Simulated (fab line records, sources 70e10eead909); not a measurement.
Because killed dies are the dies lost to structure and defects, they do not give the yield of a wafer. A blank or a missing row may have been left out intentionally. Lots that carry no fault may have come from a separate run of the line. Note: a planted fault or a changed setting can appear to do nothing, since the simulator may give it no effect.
fab line records ; flow nand_harc
record lots=12; wafers=36; last_day=32
route steps=1302 shown A_ONON_D2@567 A_CHANNEL_HOLE_D2@579
lots that met no fault: taken from a fault-free run of the same line
start_h: start of the lot's first displayed wafer, in hours after the record's first day ; wait_h: hours elapsed since this lot's preceding step ; " identical to the entry in the row above ; L1.1+2: a row that stands for several wafers ; - value missing, or start not given ; * or withheld: withheld ; < > ~ a bound
route shown NAME@n: NAME is a module with steps in the file, n the number in the route of the first one ; usual: mean/standard deviation taken from wafers without a fault ; same: alike in all rows ; chamber/n: place in a boat ; sites: the reading at each site ; _std_site: how widely they spread, as a standard deviation ; _edge_site: mean of outer sites minus mean of inner sites ; radius_mm: how far each site lies from the wafer's centre ; mask NAME#n: copy n ; behind: the tool/chamber that last shaped the wafer ; hold: why the lot was held/for how many hours/how that ended ; device: the transistor (n, p or np) that didn't switch ; end of line: tests run on the same wafers once the route is complete ; where a step has no rows: the recipe by itself ; killed: the dies lost at the first sort to structure and to defects; this is not the yield of the wafer ; map: shows each die of a wafer: x if killed, . if not, _ if none is there
set.NAME: the setting the step ran with; set.NAME@STEP: the setting that earlier step ran with ; model.NAME: the simulator's own value behind a step, which no gauge read
a sample of lots followed through the steps of the route, with each step as a table and each wafer as a row
services: from which hour (start_h, from the record's first day; less than 0 if before it) a tool's chamber was out of use, for how many hours, and why
## steps
# step NHARC_A_ONON_D2_THK_MEAS_34
# recipe thk_meas_gauge=ellipsometry
# usual thk_nm=199.8/2.7
lot.wafer;tool;chamber;start_h;wait_h;thk_nm
L118.2;film_metro-02;-;283.65;-;198.4
L118.4;film_metro-02;-;283.65;-;200.5
L118.5;film_metro-02;-;283.65;-;201.0
L119.2;film_metro-02;-;295.66;-;199.2
L119.4;film_metro-02;-;295.66;-;202.0
L119.5;film_metro-02;-;295.66;-;199.6
L120.1;film_metro-02;-;318.24;-;194.1
L120.2;film_metro-02;-;318.24;-;199.2
L120.6;film_metro-02;-;318.24;-;196.7
L123.4;film_metro-02;-;328.34;-;199.9
L123.5;film_metro-02;-;328.34;-;205.8
L123.6;film_metro-02;-;328.34;-;203.3
L124.2;film_metro-02;-;347.27;-;201.0
L124.4;film_metro-02;-;347.27;-;203.5
L124.5;film_metro-02;-;347.27;-;203.0
L126.1;film_metro-01;-;361.05;-;200.8
L126.3;film_metro-01;-;361.05;-;199.5
L126.4;film_metro-01;-;361.05;-;199.8
L125.2;film_metro-02;-;361.09;-;200.2
L125.4;film_metro-02;-;361.09;-;200.8
L125.5;film_metro-02;-;361.09;-;201.1
L128.3;film_metro-01;-;387.51;-;200.4
L128.4;film_metro-01;-;387.51;-;200.8
L128.5;film_metro-01;-;387.51;-;203.1
L127.2;film_metro-01;-;387.55;-;197.3
L127.3;film_metro-01;-;387.55;-;195.5
L127.4;film_metro-01;-;387.55;-;198.7
L130.3;film_metro-02;-;402.84;-;196.5
L130.5;film_metro-02;-;402.84;-;197.8
L130.6;film_metro-02;-;402.84;-;201.2
L136.1;film_metro-01;-;461.56;-;201.7
L136.4;film_metro-01;-;461.56;-;206.2
L136.5;film_metro-01;-;461.56;-;202.1
L137.2;film_metro-02;-;478.32;-;198.9
L137.4;film_metro-02;-;478.32;-;203.1
L137.5;film_metro-02;-;478.32;-;202.0
# step NHARC_A_ONON_D2_INSPECT_32
# usual raw_defect_count=404/160
lot.wafer;tool;chamber;start_h;wait_h;raw_defect_count
L118.2;defect_inspect-01;-;283.72;0.0;317
L118.4;defect_inspect-01;-;283.72;0.0;215
L118.5;defect_inspect-01;-;283.72;0.0;397
L119.2;defect_inspect-01;-;295.73;0.0;487
L119.4;defect_inspect-01;-;295.73;0.0;425
L119.5;defect_inspect-01;-;295.73;0.0;372
L120.1;defect_inspect-02;-;318.31;0.0;858
L120.2;defect_inspect-02;-;318.31;0.0;402
L120.6;defect_inspect-02;-;318.31;0.0;464
L123.4;defect_inspect-02;-;328.42;0.0;523
L123.5;defect_inspect-02;-;328.42;0.0;346
L123.6;defect_inspect-02;-;328.42;0.0;363
L124.2;defect_inspect-01;-;347.33;0.0;228
L124.4;defect_inspect-01;-;347.33;0.0;258
L124.5;defect_inspect-01;-;347.33;0.0;255
L126.1;defect_inspect-01;-;361.14;0.0;447
L126.3;defect_inspect-01;-;361.14;0.0;627
L126.4;defect_inspect-01;-;361.14;0.0;726
L125.2;defect_inspect-01;-;361.15;0.0;585
L125.4;defect_inspect-01;-;361.15;0.0;643
L125.5;defect_inspect-01;-;361.15;0.0;569
L128.3;defect_inspect-02;-;387.58;0.0;327
L128.4;defect_inspect-02;-;387.58;0.0;402
L128.5;defect_inspect-02;-;387.58;0.0;350
L127.2;defect_inspect-02;-;387.61;0.0;717
L127.3;defect_inspect-02;-;387.61;0.0;543
L127.4;defect_inspect-02;-;387.61;0.0;361
L130.3;defect_inspect-01;-;402.93;0.0;283
L130.5;defect_inspect-01;-;402.93;0.0;381
L130.6;defect_inspect-01;-;402.93;0.0;403
L136.1;defect_inspect-02;-;461.63;0.0;426
L136.4;defect_inspect-02;-;461.63;0.0;475
L136.5;defect_inspect-02;-;461.63;0.0;369
L137.2;defect_inspect-01;-;478.38;0.0;280
L137.4;defect_inspect-01;-;478.38;0.0;507
L137.5;defect_inspect-01;-;478.38;0.0;464
# step NHARC_A_CHANNEL_HOLE_D2_EXPOSE_07
# recipe na=1.35; target_cd_nm=100; sigma_outer=0.3; dose_mj=59.65; mask_id=HOLE_D2
lot.wafer;tool;chamber;start_h;wait_h;mask
L118.2+4+5;arfi_scanner-02;0;287.87;-;HOLE_D2#0
L119.2+4+5;arfi_scanner-02;0;298.28;-;HOLE_D2#0
L120.1+2+6;arfi_scanner-01;0;322.46;-;HOLE_D2#0
L123.4+5+6;arfi_scanner-02;0;332.19;-;HOLE_D2#0
L124.2+4+5;arfi_scanner-02;0;349.80;-;HOLE_D2#0
L126.1+3+4;arfi_scanner-01;0;363.69;-;HOLE_D2#0
L125.2+4+5;arfi_scanner-03;0;365.50;-;HOLE_D2#0
L128.3+4+5;arfi_scanner-02;0;390.17;-;HOLE_D2#0
L127.2+3+4;arfi_scanner-03;0;390.32;-;HOLE_D2#0
L130.3+5+6;arfi_scanner-03;0;407.14;-;HOLE_D2#0
L136.1+4+5;arfi_scanner-02;0;464.36;-;HOLE_D2#0
L137.2+4+5;arfi_scanner-03;0;484.61;-;HOLE_D2#0
# step NHARC_A_CHANNEL_HOLE_D2_CD_MEAS_10
# recipe target_cd_nm=100; landing_energy_ev=500
# usual cd_nm=100.1/0.52
lot.wafer;tool;chamber;start_h;wait_h;cd_nm
L118.2;cd_sem-01;0;288.00;-;100.1
L118.4;cd_sem-01;0;288.00;-;99.5
L118.5;cd_sem-01;0;288.00;-;99.9
L119.2;cd_sem-03;0;298.42;-;99.7
L119.4;cd_sem-03;0;298.42;-;99.1
L119.5;cd_sem-03;0;298.42;-;100.2
L120.1;cd_sem-02;0;322.60;-;100.5
L120.2;cd_sem-02;0;322.60;-;100.2
L120.6;cd_sem-02;0;322.60;-;100.0
L123.4;cd_sem-01;0;332.32;-;100.5
L123.5;cd_sem-01;0;332.32;-;100.3
L123.6;cd_sem-01;0;332.32;-;100.4
L124.2;cd_sem-02;0;349.93;-;100.4
L124.4;cd_sem-02;0;349.93;-;99.5
L124.5;cd_sem-02;0;349.93;-;100.0
L126.1;cd_sem-01;0;363.83;-;100.3
L126.3;cd_sem-01;0;363.83;-;101.0
L126.4;cd_sem-01;0;363.83;-;101.0
L125.2;cd_sem-01;0;365.64;-;99.8
L125.4;cd_sem-01;0;365.64;-;100.3
L125.5;cd_sem-01;0;365.64;-;100.0
L128.3;cd_sem-03;0;390.31;-;98.8
L128.4;cd_sem-03;0;390.31;-;99.3
L128.5;cd_sem-03;0;390.31;-;98.9
L127.2;cd_sem-02;0;390.46;-;99.9
L127.3;cd_sem-02;0;390.46;-;101.0
L127.4;cd_sem-02;0;390.46;-;99.6
L130.3;cd_sem-03;0;407.27;-;100.7
L130.5;cd_sem-03;0;407.27;-;99.9
L130.6;cd_sem-03;0;407.27;-;100.4
L136.1;cd_sem-02;0;464.50;-;103.2
L136.4;cd_sem-02;0;464.50;-;99.6
L136.5;cd_sem-02;0;464.50;-;100.5
L137.2;cd_sem-03;0;484.75;-;100.2
L137.4;cd_sem-03;0;484.75;-;100.6
L137.5;cd_sem-03;0;484.75;-;100.9
# step NHARC_A_CHANNEL_HOLE_D2_ETCH_39
# recipe target_depth_a=2600; over_etch_frac=0.3; time_s=325; ion_energy_ev=200; n2_flow_sccm=150; h2_flow_sccm=150; ar_flow_sccm=0; rf_w=400; bias_w=150; chemistry=N2/H2
# usual drypump_motor_current_A=5.6/0.43; oes_product_au=0.999/0.0089; rf_vpp_V=430.0/2.4; showerhead_plenum_p_Torr=2.02/0.081; throttle_valve_pct=14.170/0.0094
lot.wafer;tool;chamber;start_h;wait_h;drypump_motor_current_A;oes_product_au;rf_hours_counter_h;rf_vpp_V;showerhead_plenum_p_Torr;throttle_valve_pct
L118.4;rie_diel-01;0;-;-;5.2;1.001;4.5;428.5;1.99;14.167
L118.2;rie_diel-01;1;-;-;5.3;1.008;2.7;427.9;1.96;14.186
L118.5;rie_diel-01;1;-;-;5.3;0.998;-;428.4;1.96;14.163
L119.2;rie_diel-01;0;-;-;5.2;1.001;5.1;429.2;1.99;14.182
L119.4;rie_diel-01;2;-;-;6.0;0.987;4.8;432.7;2.14;14.161
L119.5;rie_diel-01;1;-;-;5.3;1.001;-;428.7;1.96;14.168
L120.1;rie_diel-10;3;-;-;5.6;0.991;4.8;426.9;1.93;14.175
L120.2;rie_diel-10;1;-;-;5.5;1.015;3.8;433.0;2.15;14.162
L120.6;rie_diel-10;0;-;-;6.0;1.007;-;433.2;2.16;14.167
L123.4;rie_diel-06;1;-;-;5.7;0.999;1.0;427.4;1.94;14.162
L123.6;rie_diel-06;0;-;-;4.7;0.990;-;430.0;1.97;14.162
L123.5;rie_diel-06;1;-;-;5.7;1.003;-;428.5;1.94;14.154
L124.2;rie_diel-10;1;-;-;5.5;1.022;6.8;433.5;2.14;14.158
L124.4;rie_diel-10;0;-;-;6.0;1.011;7.2;433.6;2.16;14.173
L124.5;rie_diel-10;2;-;-;5.4;0.994;-;431.5;2.02;14.170
L126.4;rie_diel-01;3;-;-;6.3;0.977;8.0;432.9;2.10;14.170
L126.3;rie_diel-01;0;-;-;5.2;0.997;9.2;428.5;1.99;14.177
L126.1;rie_diel-01;1;-;-;5.3;1.003;7.0;428.9;1.96;14.175
L125.2;rie_diel-06;3;-;-;6.1;0.998;2.9;429.9;2.01;14.180
L125.4;rie_diel-06;1;-;-;5.7;0.998;2.8;428.6;1.94;14.167
L125.5;rie_diel-06;2;-;-;5.5;1.014;-;428.2;1.95;14.162
L128.3;rie_diel-10;2;-;-;5.4;0.990;8.4;431.5;2.02;14.179
L128.4;rie_diel-10;3;-;-;5.6;0.997;8.6;426.1;1.93;14.172
L128.5;rie_diel-10;2;-;-;5.4;1.001;-;430.6;2.02;14.177
L127.2;rie_diel-01;2;-;-;6.0;0.993;0.1;434.3;2.14;14.162
L127.3;rie_diel-01;3;-;-;6.3;0.996;0.1;431.6;2.10;14.179
L127.4;rie_diel-01;0;-;-;5.2;0.991;0.1;430.4;1.99;14.167
L130.3;rie_diel-06;0;-;-;4.7;0.995;4.7;429.1;1.97;14.181
L130.6;rie_diel-06;0;-;-;4.7;0.997;-;428.2;1.97;14.170
L130.5;rie_diel-06;1;-;-;5.8;0.994;-;427.8;1.94;14.175
L136.1;rie_diel-10;3;-;-;5.6;1.017;2.6;427.3;1.92;14.166
L136.4;rie_diel-10;1;-;-;5.5;1.001;3.2;435.2;2.14;14.163
L136.5;rie_diel-10;2;-;-;5.4;1.011;-;430.3;2.02;14.173
L137.4;rie_diel-10;0;-;-;6.0;1.015;4.0;433.5;2.16;14.175
L137.2;rie_diel-10;2;-;-;5.4;0.990;4.8;429.4;2.02;14.154
L137.5;rie_diel-10;3;-;-;5.6;1.011;-;428.3;1.92;14.181
## services
tool;chamber;start_h;hours;kind
arfi_scanner-02;-;264.85;1.0;repair
rie_diel-06;1;270.61;8.8;repair
rie_diel-10;0;276.06;-;clean
rie_diel-10;1;276.06;-;clean
rie_diel-10;2;276.06;-;clean
arfi_scanner-02;0;293.59;-;calibration
arfi_scanner-02;-;312.00;4.0;pm
rie_diel-01;1;327.54;3.7;repair
arfi_scanner-03;-;368.00;4.0;pm
rie_diel-01;-;380.84;9.0;pm
rie_diel-06;0;390.70;9.6;repair
rie_diel-01;0;401.45;4.7;repair
rie_diel-10;-;419.56;9.0;pm
arfi_scanner-01;-;430.08;4.0;pm
rie_diel-10;-;455.59;1.9;repair
rie_diel-06;3;458.55;45.8;repair
arfi_scanner-02;0;459.28;-;calibration
rie_diel-01;0;468.66;11.7;repair
arfi_scanner-02;-;469.86;0.5;repair
rie_diel-01;3;472.49;14.8;repair
arfi_scanner-01;-;476.22;1.2;repair
rie_diel-10;-;481.22;1.0;repair
arfi_scanner-02;-;484.00;4.0;pm
rie_diel-06;-;484.22;9.0;pm
## key
first_sign step=NHARC_A_CHANNEL_HOLE_D2_CD_MEAS_10; reading=cd_nm; direction=up; sigmas=6; usual=100.1; struck=103.2
effect none on later readings
met_at NHARC_A_CHANNEL_HOLE_D2_EXPOSE_07
struck_lots L136
struck_wafers L136.1
tester_left_out L136
not_acting_at NHARC_A_ONON_D2_THK_MEAS_34,NHARC_A_ONON_D2_INSPECT_32,NHARC_A_CHANNEL_HOLE_D2_ETCH_39
onset_between 390.17 464.36
fault kind=process_parameter_drift; tool=arfi_scanner-02; chamber=-; onset_h=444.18; steps=NHARC_A_CHANNEL_HOLE_D2_EXPOSE_07; channel=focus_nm; offset=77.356; shape=step; end_h=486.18; scope=struck_wafers_only
# tester_left_out: of these lots the tester's yield and bins aren't shown, on N5 and GAA mostly nor the transistor test; their killed dies are dies lost to structure and defects alone, not to doping, threshold or leakage, so they don't give the yield
